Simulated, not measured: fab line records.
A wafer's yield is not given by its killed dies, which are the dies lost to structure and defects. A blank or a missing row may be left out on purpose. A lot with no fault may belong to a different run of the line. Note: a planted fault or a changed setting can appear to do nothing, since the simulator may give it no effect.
Which tool is to blame? / flow n5-finfet / Sampling: 24 lots, 72 wafers, 6 of 1938 route steps

WHAT THE GAUGES READ, wafer by wafer
N5_BEOL_M2_CD_MEAS_28: target cd 26.2 nm, target cd y 24.1 nm.
lot=L074; measured=day 7 10:40; on=cd-sem-02; cd-nm (nm)=26.39 26.45 26.24
lot=L075; measured=day 7 10:29; on=cd-sem-02; cd-nm (nm)=26.71 26.15 26.47
lot=L076; measured=day 7 11:20; on=cd-sem-03; cd-nm (nm)=26.23 26.25 26.72
lot=L077; measured=day 7 16:11; on=cd-sem-02; cd-nm (nm)=26.50 26.49 26.37
lot=L078; measured=day 7 16:36; on=cd-sem-03; cd-nm (nm)=26.18 26.59 26.44
lot=L079; measured=day 7 22:28; on=cd-sem-03; cd-nm (nm)=26.30 26.46 26.59
lot=L080; measured=day 8 12:16; on=cd-sem-03; cd-nm (nm)=26.44 26.10 26.15
lot=L081; measured=day 8 16:35; on=cd-sem-02; cd-nm (nm)=25.97 26.34 26.63
lot=L082; measured=day 8 20:58; on=cd-sem-02; cd-nm (nm)=26.32 26.33 26.48
lot=L083; measured=day 9 05:17; on=cd-sem-02; cd-nm (nm)=26.61 25.98 26.50
lot=L084; measured=day 9 11:17; on=cd-sem-02; cd-nm (nm)=26.22 26.33 25.87
lot=L085; measured=day 9 21:28; on=cd-sem-02; cd-nm (nm)=26.30 26.27 26.32
lot=L087; measured=day 9 22:53; on=cd-sem-02; cd-nm (nm)=26.12 26.48 25.97
lot=L086; measured=day 9 23:12; on=cd-sem-01; cd-nm (nm)=26.23 26.18 26.22
lot=L088; measured=day 10 04:52; on=cd-sem-01; cd-nm (nm)=26.22 26.46 26.32
lot=L089; measured=day 10 08:14; on=cd-sem-02; cd-nm (nm)=26.13 26.64 26.15
lot=L090; measured=day 10 13:17; on=cd-sem-01; cd-nm (nm)=26.57 26.33 26.31
lot=L092; measured=day 10 23:05; on=cd-sem-03; cd-nm (nm)=25.84 26.17 25.98
lot=L091; measured=day 11 00:17; on=cd-sem-03; cd-nm (nm)=26.18 26.16 26.40
lot=L093; measured=day 11 05:44; on=cd-sem-03; cd-nm (nm)=25.97 26.52 26.05
lot=L094; measured=day 11 13:44; on=cd-sem-03; cd-nm (nm)=26.33 25.98 26.23
lot=L095; measured=day 11 19:49; on=cd-sem-02; cd-nm (nm)=26.39 26.68 26.24
lot=L096; measured=day 12 09:25; on=cd-sem-01; cd-nm (nm)=26.08 26.56 26.00
lot=L097; measured=day 12 13:31; on=cd-sem-02; cd-nm (nm)=26.20 26.27 26.04

WHAT TOOL EACH LOT RAN ON (gives the tool, then ch and the chambers of the sampled wafers, and finally the start)
lot=L074; N5_BEOL_M1_DEGAS_44=pvd-sputter-02, day 6 13:12; N5_BEOL_M1_ALD_84=ald-metal-03 ch 0,1,2, day 6 13:18; N5_BEOL_M1_ANNEAL_80=pvd-sputter-03, day 6 14:13; N5_BEOL_M1_ANNEAL_93=pvd-sputter-03, day 7 06:13; N5_BEOL_M1_DEP_57=pecvd-03 ch 0,1,2, day 7 07:33
lot=L075; N5_BEOL_M1_DEGAS_44=pvd-sputter-01, day 7 03:31; N5_BEOL_M1_ALD_84=ald-metal-02 ch 2,3, day 7 03:37; N5_BEOL_M1_ANNEAL_80=pvd-sputter-01, day 7 04:25; N5_BEOL_M1_ANNEAL_93=pvd-sputter-01, day 7 05:31; N5_BEOL_M1_DEP_57=pecvd-03 ch 0,1, day 7 06:51
lot=L076; N5_BEOL_M1_DEGAS_44=pvd-sputter-01, day 7 06:19; N5_BEOL_M1_ALD_84=ald-metal-03 ch 0,2, day 7 06:25; N5_BEOL_M1_ANNEAL_80=pvd-sputter-01, day 7 07:10; N5_BEOL_M1_ANNEAL_93=pvd-sputter-01, day 7 08:16; N5_BEOL_M1_DEP_57=pecvd-04 ch 0,1, day 7 09:38
lot=L077; N5_BEOL_M1_DEGAS_44=pvd-sputter-03, day 7 09:11; N5_BEOL_M1_ALD_84=ald-metal-03 ch 0,1, day 7 09:18; N5_BEOL_M1_ANNEAL_80=pvd-sputter-03, day 7 10:08; N5_BEOL_M1_ANNEAL_93=pvd-sputter-03, day 7 11:14; N5_BEOL_M1_DEP_57=pecvd-04 ch 1,2, day 7 12:35
lot=L078; N5_BEOL_M1_DEGAS_44=pvd-sputter-01, day 7 09:43; N5_BEOL_M1_ALD_84=ald-metal-03 ch 2,3, day 7 09:53; N5_BEOL_M1_ANNEAL_80=pvd-sputter-02, day 7 10:49; N5_BEOL_M1_ANNEAL_93=pvd-sputter-02, day 7 11:55; N5_BEOL_M1_DEP_57=pecvd-02 ch 0,1,2, day 7 13:15
lot=L079; N5_BEOL_M1_DEGAS_44=pvd-sputter-03, day 7 15:01; N5_BEOL_M1_ALD_84=ald-metal-03 ch 1,2,3, day 7 15:07; N5_BEOL_M1_ANNEAL_80=pvd-sputter-01, day 7 16:02; N5_BEOL_M1_ANNEAL_93=pvd-sputter-01, day 7 17:08; N5_BEOL_M1_DEP_57=pecvd-04 ch 0,1,2, day 7 18:32
lot=L080; N5_BEOL_M1_DEGAS_44=pvd-sputter-02, day 8 03:45; N5_BEOL_M1_ALD_84=ald-metal-04 ch 0,1,3, day 8 03:51; N5_BEOL_M1_ANNEAL_80=pvd-sputter-02, day 8 04:41; N5_BEOL_M1_ANNEAL_93=pvd-sputter-02, day 8 05:47; N5_BEOL_M1_DEP_57=pecvd-02 ch 0,1, day 8 07:15
lot=L081; N5_BEOL_M1_DEGAS_44=pvd-sputter-03, day 8 06:59; N5_BEOL_M1_ALD_84=ald-metal-04 ch 0,3, day 8 07:06; N5_BEOL_M1_ANNEAL_80=pvd-sputter-03, day 8 07:59; N5_BEOL_M1_ANNEAL_93=pvd-sputter-03, day 8 11:11; N5_BEOL_M1_DEP_57=pecvd-02 ch 1,2, day 8 12:48
lot=L082; N5_BEOL_M1_DEGAS_44=pvd-sputter-03, day 8 15:14; N5_BEOL_M1_ALD_84=ald-metal-03 ch 2,3, day 8 15:20; N5_BEOL_M1_ANNEAL_80=pvd-sputter-03, day 8 16:19; N5_BEOL_M1_ANNEAL_93=pvd-sputter-03, day 8 17:25; N5_BEOL_M1_DEP_57=pecvd-03 ch 0,2, day 8 18:46
lot=L083; N5_BEOL_M1_DEGAS_44=pvd-sputter-01, day 8 21:29; N5_BEOL_M1_ALD_84=ald-metal-02 ch 0,1,2, day 8 21:35; N5_BEOL_M1_ANNEAL_80=pvd-sputter-03, day 8 22:47; N5_BEOL_M1_ANNEAL_93=pvd-sputter-03, day 8 23:53; N5_BEOL_M1_DEP_57=pecvd-02 ch 0,1,2, day 9 01:13
lot=L084; N5_BEOL_M1_DEGAS_44=pvd-sputter-02, day 9 05:14; N5_BEOL_M1_ALD_84=ald-metal-03 ch 0,2,3, day 9 05:20; N5_BEOL_M1_ANNEAL_80=pvd-sputter-01, day 9 06:13; N5_BEOL_M1_ANNEAL_93=pvd-sputter-01, day 9 07:19; N5_BEOL_M1_DEP_57=pecvd-04 ch 0,2, day 9 08:40
lot=L085; N5_BEOL_M1_DEGAS_44=pvd-sputter-03, day 9 14:28; N5_BEOL_M1_ALD_84=ald-metal-03 ch 2,3, day 9 14:34; N5_BEOL_M1_ANNEAL_80=pvd-sputter-03, day 9 15:50; N5_BEOL_M1_ANNEAL_93=pvd-sputter-03, day 9 16:56; N5_BEOL_M1_DEP_57=pecvd-03 ch 0,1, day 9 18:19
lot=L087; N5_BEOL_M1_DEGAS_44=pvd-sputter-03, day 9 17:28; N5_BEOL_M1_ALD_84=ald-metal-04 ch 0,3, day 9 17:34; N5_BEOL_M1_ANNEAL_80=pvd-sputter-01, day 9 18:23; N5_BEOL_M1_ANNEAL_93=pvd-sputter-01, day 9 19:29; N5_BEOL_M1_DEP_57=pecvd-02 ch 0,1,2, day 9 20:50
lot=L086; N5_BEOL_M1_DEGAS_44=pvd-sputter-01, day 9 17:29; N5_BEOL_M1_ALD_84=ald-metal-02 ch 1,3, day 9 17:36; N5_BEOL_M1_ANNEAL_80=pvd-sputter-03, day 9 19:01; N5_BEOL_M1_ANNEAL_93=pvd-sputter-03, day 9 20:07; N5_BEOL_M1_DEP_57=pecvd-04 ch 0, day 9 21:28
lot=L088; N5_BEOL_M1_DEGAS_44=pvd-sputter-02, day 9 21:08; N5_BEOL_M1_ALD_84=ald-metal-02 ch 0,1, day 9 21:14; N5_BEOL_M1_ANNEAL_80=pvd-sputter-03, day 9 22:04; N5_BEOL_M1_ANNEAL_93=pvd-sputter-03, day 9 23:10; N5_BEOL_M1_DEP_57=pecvd-02 ch 0,1,2, day 10 00:31
lot=L089; N5_BEOL_M1_DEGAS_44=pvd-sputter-01, day 10 00:02; N5_BEOL_M1_ALD_84=ald-metal-03 ch 0,1,3, day 10 00:08; N5_BEOL_M1_ANNEAL_80=pvd-sputter-01, day 10 02:23; N5_BEOL_M1_ANNEAL_93=pvd-sputter-01, day 10 03:29; N5_BEOL_M1_DEP_57=pecvd-02 ch 1,2, day 10 04:51
lot=L090; N5_BEOL_M1_DEGAS_44=pvd-sputter-02, day 10 07:23; N5_BEOL_M1_ALD_84=ald-metal-02 ch 0,1,3, day 10 07:29; N5_BEOL_M1_ANNEAL_80=pvd-sputter-01, day 10 08:31; N5_BEOL_M1_ANNEAL_93=pvd-sputter-01, day 10 09:37; N5_BEOL_M1_DEP_57=pecvd-02 ch 0,2, day 10 11:01
lot=L092; N5_BEOL_M1_DEGAS_44=pvd-sputter-03, day 10 15:20; N5_BEOL_M1_ALD_84=ald-metal-03 ch 0,2,3, day 10 15:26; N5_BEOL_M1_ANNEAL_80=pvd-sputter-03, day 10 16:14; N5_BEOL_M1_ANNEAL_93=pvd-sputter-03, day 10 17:20; N5_BEOL_M1_DEP_57=pecvd-02 ch 0,2, day 10 18:41
lot=L091; N5_BEOL_M1_DEGAS_44=pvd-sputter-02, day 10 18:37; N5_BEOL_M1_ALD_84=ald-metal-02 ch 1,2,3, day 10 18:45; N5_BEOL_M1_ANNEAL_80=pvd-sputter-02, day 10 19:40; N5_BEOL_M1_ANNEAL_93=pvd-sputter-02, day 10 20:46; N5_BEOL_M1_DEP_57=pecvd-04 ch 0,1,2, day 10 22:15
lot=L093; N5_BEOL_M1_DEGAS_44=pvd-sputter-01, day 10 22:58; N5_BEOL_M1_ALD_84=ald-metal-02 ch 2,3, day 10 23:05; N5_BEOL_M1_ANNEAL_80=pvd-sputter-01, day 11 01:44; N5_BEOL_M1_ANNEAL_93=pvd-sputter-01, day 11 02:50; N5_BEOL_M1_DEP_57=pecvd-03 ch 1,2, day 11 04:10
lot=L094; N5_BEOL_M1_DEGAS_44=pvd-sputter-02, day 11 07:16; N5_BEOL_M1_ALD_84=ald-metal-03 ch 0,3, day 11 07:22; N5_BEOL_M1_ANNEAL_80=pvd-sputter-01, day 11 08:31; N5_BEOL_M1_ANNEAL_93=pvd-sputter-01, day 11 09:37; N5_BEOL_M1_DEP_57=pecvd-04 ch 1,2, day 11 11:01
lot=L095; N5_BEOL_M1_DEGAS_44=pvd-sputter-02, day 11 12:13; N5_BEOL_M1_ALD_84=ald-metal-03 ch 0,1,3, day 11 12:22; N5_BEOL_M1_ANNEAL_80=pvd-sputter-01, day 11 13:28; N5_BEOL_M1_ANNEAL_93=pvd-sputter-01, day 11 14:34; N5_BEOL_M1_DEP_57=pecvd-03 ch 1,2, day 11 15:54
lot=L096; N5_BEOL_M1_DEGAS_44=pvd-sputter-02, day 11 22:41; N5_BEOL_M1_ALD_84=ald-metal-02 ch 0,1,2, day 11 22:48; N5_BEOL_M1_ANNEAL_80=pvd-sputter-03, day 12 02:50; N5_BEOL_M1_ANNEAL_93=pvd-sputter-03, day 12 03:56; N5_BEOL_M1_DEP_57=pecvd-02 ch 0,1, day 12 05:17
lot=L097; N5_BEOL_M1_DEGAS_44=pvd-sputter-01, day 12 08:22; N5_BEOL_M1_ALD_84=ald-metal-04 ch 0,1,2, day 12 08:28; N5_BEOL_M1_ANNEAL_80=pvd-sputter-03, day 12 09:14; N5_BEOL_M1_ANNEAL_93=pvd-sputter-03, day 12 10:20; N5_BEOL_M1_DEP_57=pecvd-02 ch 0,1,2, day 12 11:41
- N5_BEOL_M1_DEGAS_44: time 60 s.
- N5_BEOL_M1_ALD_84: deposits TaN, pulse time 2 s, purge time 3 s, co reactant purge time 2 s.
- N5_BEOL_M1_ANNEAL_80: time 240 s.
- N5_BEOL_M1_ANNEAL_93: time 240 s.
- N5_BEOL_M1_DEP_57: deposits SiCN from 3MS/NH3, target thk 8 nm, time 14 s.

WHAT THE TOOLS THEMSELVES READ (means of the sampled wafers that have a number; where no wafer has one, the mark that the record gives instead)
N5_BEOL_M1_DEGAS_44.
lot=L074; tool=pvd-sputter-02; heater-power-w (W)=355
lot=L075; tool=pvd-sputter-01; heater-power-w (W)=311
lot=L076; tool=pvd-sputter-01; heater-power-w (W)=328
lot=L077; tool=pvd-sputter-03; heater-power-w (W)=375
lot=L078; tool=pvd-sputter-01; heater-power-w (W)=290
lot=L079; tool=pvd-sputter-03; heater-power-w (W)=350
lot=L080; tool=pvd-sputter-02; heater-power-w (W)=341
lot=L081; tool=pvd-sputter-03; heater-power-w (W)=340
lot=L082; tool=pvd-sputter-03; heater-power-w (W)=353
lot=L083; tool=pvd-sputter-01; heater-power-w (W)=337
lot=L084; tool=pvd-sputter-02; heater-power-w (W)=340
lot=L085; tool=pvd-sputter-03; heater-power-w (W)=332
lot=L087; tool=pvd-sputter-03; heater-power-w (W)=351
lot=L086; tool=pvd-sputter-01; heater-power-w (W)=315
lot=L088; tool=pvd-sputter-02; heater-power-w (W)=320
lot=L089; tool=pvd-sputter-01; heater-power-w (W)=330
lot=L090; tool=pvd-sputter-02; heater-power-w (W)=342
lot=L092; tool=pvd-sputter-03; heater-power-w (W)=341
lot=L091; tool=pvd-sputter-02; heater-power-w (W)=354
lot=L093; tool=pvd-sputter-01; heater-power-w (W)=333
lot=L094; tool=pvd-sputter-02; heater-power-w (W)=354
lot=L095; tool=pvd-sputter-02; heater-power-w (W)=383
lot=L096; tool=pvd-sputter-02; heater-power-w (W)=308
lot=L097; tool=pvd-sputter-01; heater-power-w (W)=333

N5_BEOL_M1_ALD_84.
lot=L074; tool=ald-metal-03; heater-power-w (W)=426; precursor-vessel-carrier-sccm (sccm)=1000.5
lot=L075; tool=ald-metal-02; heater-power-w (W)=456; precursor-vessel-carrier-sccm (sccm)=1000.0
lot=L076; tool=ald-metal-03; heater-power-w (W)=418; precursor-vessel-carrier-sccm (sccm)=998.7
lot=L077; tool=ald-metal-03; heater-power-w (W)=449; precursor-vessel-carrier-sccm (sccm)=1001.0
lot=L078; tool=ald-metal-03; heater-power-w (W)=381; precursor-vessel-carrier-sccm (sccm)=998.5
lot=L079; tool=ald-metal-03; heater-power-w (W)=405; precursor-vessel-carrier-sccm (sccm)=1000.7
lot=L080; tool=ald-metal-04; heater-power-w (W)=406; precursor-vessel-carrier-sccm (sccm)=998.1
lot=L081; tool=ald-metal-04; heater-power-w (W)=395; precursor-vessel-carrier-sccm (sccm)=1000.7
lot=L082; tool=ald-metal-03; heater-power-w (W)=390; precursor-vessel-carrier-sccm (sccm)=1000.2
lot=L083; tool=ald-metal-02; heater-power-w (W)=448; precursor-vessel-carrier-sccm (sccm)=1000.7
lot=L084; tool=ald-metal-03; heater-power-w (W)=407; precursor-vessel-carrier-sccm (sccm)=999.7
lot=L085; tool=ald-metal-03; heater-power-w (W)=394; precursor-vessel-carrier-sccm (sccm)=1000.9
lot=L087; tool=ald-metal-04; heater-power-w (W)=370; precursor-vessel-carrier-sccm (sccm)=997.8
lot=L086; tool=ald-metal-02; heater-power-w (W)=426; precursor-vessel-carrier-sccm (sccm)=997.0
lot=L088; tool=ald-metal-02; heater-power-w (W)=461; precursor-vessel-carrier-sccm (sccm)=995.8
lot=L089; tool=ald-metal-03; heater-power-w (W)=438; precursor-vessel-carrier-sccm (sccm)=1001.9
lot=L090; tool=ald-metal-02; heater-power-w (W)=449; precursor-vessel-carrier-sccm (sccm)=1002.0
lot=L092; tool=ald-metal-03; heater-power-w (W)=408; precursor-vessel-carrier-sccm (sccm)=999.1
lot=L091; tool=ald-metal-02; heater-power-w (W)=440; precursor-vessel-carrier-sccm (sccm)=1005.1
lot=L093; tool=ald-metal-02; heater-power-w (W)=451; precursor-vessel-carrier-sccm (sccm)=1000.9
lot=L094; tool=ald-metal-03; heater-power-w (W)=417; precursor-vessel-carrier-sccm (sccm)=998.7
lot=L095; tool=ald-metal-03; heater-power-w (W)=431; precursor-vessel-carrier-sccm (sccm)=1001.0
lot=L096; tool=ald-metal-02; heater-power-w (W)=458; precursor-vessel-carrier-sccm (sccm)=998.4
lot=L097; tool=ald-metal-04; heater-power-w (W)=435; precursor-vessel-carrier-sccm (sccm)=997.3

N5_BEOL_M1_ANNEAL_80.
lot=L074; tool=pvd-sputter-03; heater-power-w (W)=940; susceptor_temp_C_max=400.8
lot=L075; tool=pvd-sputter-01; heater-power-w (W)=779; susceptor_temp_C_max=400.9
lot=L076; tool=pvd-sputter-01; heater-power-w (W)=837; susceptor_temp_C_max=400.8
lot=L077; tool=pvd-sputter-03; heater-power-w (W)=900; susceptor_temp_C_max=401.0
lot=L078; tool=pvd-sputter-02; heater-power-w (W)=852; susceptor_temp_C_max=401.0
lot=L079; tool=pvd-sputter-01; heater-power-w (W)=784; susceptor_temp_C_max=401.1
lot=L080; tool=pvd-sputter-02; heater-power-w (W)=862; susceptor_temp_C_max=401.0
lot=L081; tool=pvd-sputter-03; heater-power-w (W)=947; susceptor_temp_C_max=400.6
lot=L082; tool=pvd-sputter-03; heater-power-w (W)=901; susceptor_temp_C_max=401.1
lot=L083; tool=pvd-sputter-03; heater-power-w (W)=948; susceptor_temp_C_max=400.3
lot=L084; tool=pvd-sputter-01; heater-power-w (W)=774; susceptor_temp_C_max=400.9
lot=L085; tool=pvd-sputter-03; heater-power-w (W)=792; susceptor_temp_C_max=401.2
lot=L087; tool=pvd-sputter-01; heater-power-w (W)=730; susceptor_temp_C_max=401.0
lot=L086; tool=pvd-sputter-03; heater-power-w (W)=862; susceptor_temp_C_max=401.1
lot=L088; tool=pvd-sputter-03; heater-power-w (W)=944; susceptor_temp_C_max=400.6
lot=L089; tool=pvd-sputter-01; heater-power-w (W)=777; susceptor_temp_C_max=401.2
lot=L090; tool=pvd-sputter-01; heater-power-w (W)=732; susceptor_temp_C_max=400.9
lot=L092; tool=pvd-sputter-03; heater-power-w (W)=908; susceptor_temp_C_max=400.8
lot=L091; tool=pvd-sputter-02; heater-power-w (W)=841; susceptor_temp_C_max=400.8
lot=L093; tool=pvd-sputter-01; heater-power-w (W)=777; susceptor_temp_C_max=401.1
lot=L094; tool=pvd-sputter-01; heater-power-w (W)=826; susceptor_temp_C_max=401.3
lot=L095; tool=pvd-sputter-01; heater-power-w (W)=772; susceptor_temp_C_max=400.9
lot=L096; tool=pvd-sputter-03; heater-power-w (W)=888; susceptor_temp_C_max=401.1
lot=L097; tool=pvd-sputter-03; heater-power-w (W)=838; susceptor_temp_C_max=400.7

N5_BEOL_M1_ANNEAL_93.
lot=L074; tool=pvd-sputter-03; heater-power-w (W)=945; susceptor_temp_C_max=400.7
lot=L075; tool=pvd-sputter-01; heater-power-w (W)=779; susceptor_temp_C_max=401.1
lot=L076; tool=pvd-sputter-01; heater-power-w (W)=829; susceptor_temp_C_max=400.8
lot=L077; tool=pvd-sputter-03; heater-power-w (W)=903; susceptor_temp_C_max=400.8
lot=L078; tool=pvd-sputter-02; heater-power-w (W)=854; susceptor_temp_C_max=400.8
lot=L079; tool=pvd-sputter-01; heater-power-w (W)=777; susceptor_temp_C_max=401.1
lot=L080; tool=pvd-sputter-02; heater-power-w (W)=850; susceptor_temp_C_max=400.9
lot=L081; tool=pvd-sputter-03; heater-power-w (W)=951; susceptor_temp_C_max=400.7
lot=L082; tool=pvd-sputter-03; heater-power-w (W)=893; susceptor_temp_C_max=400.9
lot=L083; tool=pvd-sputter-03; heater-power-w (W)=949; susceptor_temp_C_max=400.8
lot=L084; tool=pvd-sputter-01; heater-power-w (W)=778; susceptor_temp_C_max=400.9
lot=L085; tool=pvd-sputter-03; heater-power-w (W)=799; susceptor_temp_C_max=401.3
lot=L087; tool=pvd-sputter-01; heater-power-w (W)=734; susceptor_temp_C_max=400.8
lot=L086; tool=pvd-sputter-03; heater-power-w (W)=871; susceptor_temp_C_max=400.9
lot=L088; tool=pvd-sputter-03; heater-power-w (W)=945; susceptor_temp_C_max=400.9
lot=L089; tool=pvd-sputter-01; heater-power-w (W)=778; susceptor_temp_C_max=400.7
lot=L090; tool=pvd-sputter-01; heater-power-w (W)=716; susceptor_temp_C_max=400.9
lot=L092; tool=pvd-sputter-03; heater-power-w (W)=897; susceptor_temp_C_max=400.9
lot=L091; tool=pvd-sputter-02; heater-power-w (W)=847; susceptor_temp_C_max=401.0
lot=L093; tool=pvd-sputter-01; heater-power-w (W)=796; susceptor_temp_C_max=401.3
lot=L094; tool=pvd-sputter-01; heater-power-w (W)=829; susceptor_temp_C_max=401.1
lot=L095; tool=pvd-sputter-01; heater-power-w (W)=781; susceptor_temp_C_max=401.3
lot=L096; tool=pvd-sputter-03; heater-power-w (W)=877; susceptor_temp_C_max=400.9
lot=L097; tool=pvd-sputter-03; heater-power-w (W)=846; susceptor_temp_C_max=401.0

N5_BEOL_M1_DEP_57.
lot=L074; tool=pecvd-03; showerhead-plenum-p-Torr (Torr)=3.666; throttle-valve-pct (%)=8.8
lot=L075; tool=pecvd-03; showerhead-plenum-p-Torr (Torr)=3.672; throttle-valve-pct (%)=9.1
lot=L076; tool=pecvd-04; showerhead-plenum-p-Torr (Torr)=3.667; throttle-valve-pct (%)=9.5
lot=L077; tool=pecvd-04; showerhead-plenum-p-Torr (Torr)=3.682; throttle-valve-pct (%)=9.4
lot=L078; tool=pecvd-02; showerhead-plenum-p-Torr (Torr)=3.656; throttle-valve-pct (%)=9.0
lot=L079; tool=pecvd-04; showerhead-plenum-p-Torr (Torr)=3.678; throttle-valve-pct (%)=9.3
lot=L080; tool=pecvd-02; showerhead-plenum-p-Torr (Torr)=3.648; throttle-valve-pct (%)=9.1
lot=L081; tool=pecvd-02; showerhead-plenum-p-Torr (Torr)=3.660; throttle-valve-pct (%)=8.4
lot=L082; tool=pecvd-03; showerhead-plenum-p-Torr (Torr)=3.676; throttle-valve-pct (%)=8.8
lot=L083; tool=pecvd-02; showerhead-plenum-p-Torr (Torr)=3.657; throttle-valve-pct (%)=8.8
lot=L084; tool=pecvd-04; showerhead-plenum-p-Torr (Torr)=3.678; throttle-valve-pct (%)=9.0
lot=L085; tool=pecvd-03; showerhead-plenum-p-Torr (Torr)=3.662; throttle-valve-pct (%)=8.9
lot=L087; tool=pecvd-02; showerhead-plenum-p-Torr (Torr)=3.655; throttle-valve-pct (%)=8.8
lot=L086; tool=pecvd-04; showerhead-plenum-p-Torr (Torr)=3.673; throttle-valve-pct (%)=8.9
lot=L088; tool=pecvd-02; showerhead-plenum-p-Torr (Torr)=3.652; throttle-valve-pct (%)=8.9
lot=L089; tool=pecvd-02; showerhead-plenum-p-Torr (Torr)=3.655; throttle-valve-pct (%)=8.5
lot=L090; tool=pecvd-02; showerhead-plenum-p-Torr (Torr)=3.648; throttle-valve-pct (%)=9.1
lot=L092; tool=pecvd-02; showerhead-plenum-p-Torr (Torr)=3.658; throttle-valve-pct (%)=8.9
lot=L091; tool=pecvd-04; showerhead-plenum-p-Torr (Torr)=3.671; throttle-valve-pct (%)=9.1
lot=L093; tool=pecvd-03; showerhead-plenum-p-Torr (Torr)=3.658; throttle-valve-pct (%)=8.6
lot=L094; tool=pecvd-04; showerhead-plenum-p-Torr (Torr)=3.671; throttle-valve-pct (%)=9.1
lot=L095; tool=pecvd-03; showerhead-plenum-p-Torr (Torr)=3.662; throttle-valve-pct (%)=8.5
lot=L096; tool=pecvd-02; showerhead-plenum-p-Torr (Torr)=3.649; throttle-valve-pct (%)=9.1
lot=L097; tool=pecvd-02; showerhead-plenum-p-Torr (Torr)=3.647; throttle-valve-pct (%)=8.9

THE ANSWER, worked out from the rows above alone
Rule: usual is defined by the lots themselves. The widest of any qualifying gaps counts: lots, ordered by their means at a reading, are off when they make up no more than a third of the lots, leave a main group of 4 or more, and stand apart from it by 3 or more times the standard deviation of that group's means. A main group is skipped when, at the precision printed for the reading in the tables above, its means are all equal. A lot without any number at a reading at which 4 lots or more have one is off too. Where the step has rows for the other lots, those lots are counted as sound. Order of review: gauges by route order, followed by the tools' own readings, for which a lot's mean as printed above is used. The first step at which some lot is off is used, and at that step the reading that is off furthest; a lot without a number counts as furthest.
None of the lots is off at any reading shown; this tells nothing.

WHAT THE SIMULATOR HAD INSERTED
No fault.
